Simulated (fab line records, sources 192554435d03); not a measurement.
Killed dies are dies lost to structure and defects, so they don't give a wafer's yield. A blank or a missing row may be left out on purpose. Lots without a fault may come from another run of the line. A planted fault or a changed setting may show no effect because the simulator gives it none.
A struck lot beside a sound one | flow n5_finfet | 13 steps out of a route of 1938
Sound: wafers L839.2, L839.3, L839.5. Struck: wafers L829.2, L829.4, L829.5. The cause comes at the end.
At each step with rows: each side's tool, then ch and its chambers, then its first start. Under that, the readings that differ: sound wafers | struck wafers | difference of the means | sigmas: that difference in standard deviations of wafers without a fault.
alike: readings whose means differ by less than 2 such deviations, and words and numbers that are the same on both sides. not compared: withheld readings, readings that some wafer has no value for, bounds like >300 that may hide the same value, and numbers for which the record gives no deviation and whose values overlap.
The two part at a step that has a row with sigmas, a row that says differs or no value, or rows on one side only. Numbers that don't overlap but have no deviation are shown without sigmas and don't part them. A reading that every wafer of one side lacks parts them only if that side has two wafers or more.

N5_GATE_CUT_CMP_23: polishes, stops on SiO2, t overpolish 23.4 s, target thk 16 nm.
  sound on cmp-01 ch 0,1, day 10 00:25; struck on cmp-01 ch 0,1,3, day 6 09:31
  alike: edge_zone_pressure_frac, motor_current_A, overpolish_run_s, time_to_endpoint_s
N5_GATE_CUT_THK_MEAS_24:
  sound on film_metro-02, day 10 00:42; struck on film_metro-01, day 6 09:46
  alike: GC_FILL_THK
N5_GATE_CUT_CMP_43: polishes SiO2.
  sound on cmp-03 ch 1,3, day 10 00:49; struck on cmp-03 ch 0,1,2, day 6 09:58
  alike: edge_zone_pressure_frac, motor_current_A
N5_GATE_CUT_CMP_61: polishes, stops on SiNx, t overpolish 3 s.
  sound on cmp-03 ch 1,3, day 10 01:14; struck on cmp-03 ch 0,1,2, day 6 10:20
  alike: edge_zone_pressure_frac, motor_current_A
N5_GATE_CUT_INSPECT_26: inspects for defects (darkfield).
  sound on defect_inspect-01, day 10 01:26; struck on defect_inspect-01, day 6 10:31
  alike: raw_defect_count
then, 6 steps without rows for these wafers: N5_MOL_CONTACT_COAG_COAT_103 (time 60 s, resist thk 80 nm); N5_MOL_CONTACT_COAG_COAT_104 (time 60 s, resist thk 12 nm); N5_MOL_CONTACT_COAG_COAT_58 (time 60 s, resist thk 10 nm); N5_MOL_CONTACT_COAG_COAT_02 (resist thk 30 nm); N5_MOL_CONTACT_COAG_EBR_04; N5_MOL_CONTACT_COAG_SOFTBAKE_03 (time 60 s).
N5_MOL_CONTACT_COAG_EXPOSE_05: exposes mask CA, defocus 0 nm.
  sound on euv_scanner-02 ch 0, day 10 01:37; struck on euv_scanner-01, day 6 10:41
  no value came back on the struck wafers for exposure_dose_mJ_cm2, focus_offset_nm (nm), sigma_inner; on the sound wafers exposure_dose_mJ_cm2 reads 38.25 38.25 38.20
  alike: mask
then, 1 step without rows for these wafers: N5_MOL_CONTACT_COAG_PEB_06 (peb time 60 s).

WHERE THEY PART
Only at N5_MOL_CONTACT_COAG_EXPOSE_05, within this record.

WHY: what the simulator had put in
Skipped step whole: euv_scanner-01, from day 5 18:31 on, at N5_MOL_CONTACT_COAG_EXPOSE_05. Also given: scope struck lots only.
